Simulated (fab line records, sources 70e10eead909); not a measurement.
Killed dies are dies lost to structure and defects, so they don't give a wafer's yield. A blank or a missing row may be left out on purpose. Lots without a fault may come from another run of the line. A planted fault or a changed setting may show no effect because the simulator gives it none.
Chamber matching | flow nand_harc | NHARC_A_STAIRCASE_ETCH_444 on rie_diel-05: 4 sister chambers
The step etches the open film in C4F8/O2, target depth 20400 nm, time 6800 s. 16 wafers are shown with their chamber, then 8 later ones without.

WAFERS WITH THEIR CHAMBER
wafer  | chamber | rf_vpp_V (V) | oes_product_au (a.u.)
L075.1 | 1       | 813          | 0.962
L075.4 | 2       | 811          | 0.968
L075.5 | 1       | 813          | 0.961
L077.1 | 2       | 808          | 0.924
L077.3 | 1       | 813          | 0.934
L077.6 | 0       | 808          | 0.927
L082.2 | 0       | 809          | 0.977
L082.5 | 3       | 814          | 0.960
L082.6 | 2       | 808          | 0.979
L084.4 | 0       | 807          | 0.931
L084.5 | 2       | 808          | 0.922
L084.6 | 1       | 812          | 0.934
L089.2 | 1       | 814          | 0.934
L089.4 | 0       | 808          | 0.937
L089.5 | 3       | 814          | 0.926
L090.1 | 3       | 812          | 0.921

SIGNATURES (means of the wafers above)
reading        | chamber 0 | chamber 1 | chamber 2 | chamber 3 | scatter within a chamber
rf_vpp_V       | 808.00    | 813.00    | 808.75    | 813.33    | 1.06
oes_product_au | 0.94300   | 0.94500   | 0.94825   | 0.93567   | 0.0224
Rule: a wafer's distance from a chamber is the root of the sum, over the readings, of the square of ((its reading less the chamber's mean) divided by the reading's scatter). The wafer belongs to the nearest chamber; if the next one is less than 2 further off, it can't be placed. The scatter: the root of (the sum of the squares of (reading less its chamber's mean) over the shown wafers, divided by (wafers less chambers)).

WAFERS WITHOUT THEIR CHAMBER
wafer  | rf_vpp_V (V) | oes_product_au (a.u.)
L090.5 | 809          | 0.923
L090.6 | 813          | 0.925
L094.2 | 813          | 0.974
L094.4 | 811          | 0.957
L094.6 | 814          | 0.973
L096.1 | 809          | 0.924
L096.4 | 807          | 0.939
L096.5 | 807          | 0.935

WHICH CHAMBER EACH WENT THROUGH
wafer  | from the rows above               | in truth
L090.5 | can't be placed: 2 or 0           | 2
L090.6 | can't be placed: 3 or 1           | 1
L094.2 | can't be placed: 1 or 3           | 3
L094.4 | can't be placed: 1 or 2 or 3 or 0 | 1
L094.6 | can't be placed: 1 or 3           | 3
L096.1 | can't be placed: 2 or 0           | 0
L096.4 | can't be placed: 0 or 2           | 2
L096.5 | can't be placed: 0 or 2           | 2
Placed correctly: 0 of 8. Can't be placed from these rows: 8 (the true chamber is among the candidates in 8). Placed wrongly: 0.
